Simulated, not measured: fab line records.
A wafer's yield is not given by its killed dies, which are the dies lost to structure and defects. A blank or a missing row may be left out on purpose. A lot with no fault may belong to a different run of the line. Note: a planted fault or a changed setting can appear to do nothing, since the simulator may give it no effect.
Matching of chambers	flow nandHarc	pecvd-04 running NHARC_P_M2_PRE_CLEAN_32: 3 sister chambers
The step time 12 s. 3 wafers are shown with their chamber, then 10 later ones without.

## WAFERS, EACH WITH ITS CHAMBER
wafer	chamber	heaterPowerW (W)
L076.5	0	732
L092.2	2	581
L092.5	1	803

## WAFERS MISSING THEIR CHAMBER
wafer	heaterPowerW (W)
L092.6	656
L093.1	651
L093.2	623
L093.4	647
L094.2	626
L094.4	691
L094.5	645
L095.2	647
L095.3	661
L095.6	664

## WHICH CHAMBER EACH WENT THROUGH
wafer	from the rows above	in truth
L092.6	can't be placed: 2 or 0 or 1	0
L093.1	can't be placed: 2 or 0 or 1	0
L093.2	can't be placed: 2 or 0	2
L093.4	can't be placed: 2 or 0 or 1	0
L094.2	can't be placed: 2 or 0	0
L094.4	can't be placed: 0 or 2 or 1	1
L094.5	can't be placed: 2 or 0 or 1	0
L095.2	can't be placed: 2 or 0 or 1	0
L095.3	can't be placed: 0 or 2 or 1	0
L095.6	can't be placed: 0 or 2 or 1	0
Placed correctly: 0 of 10. Unplaceable from these rows: 10, with the true chamber sitting among the candidates in 10. Number placed wrongly: 0.
How it was worked out, from the rows above alone: a wafer's distance from a chamber is the root of the sum, over the readings, of the square of ((its reading less the chamber's mean) divided by the reading's scatter). The wafer belongs to the nearest chamber; if the next one is less than 2 further off, it can't be placed. A chamber's mean is the mean of its shown wafers. The scatter (one wafer shown for each chamber): square how far every hidden wafer sits from the nearest shown wafer, average those squares and take the square root.
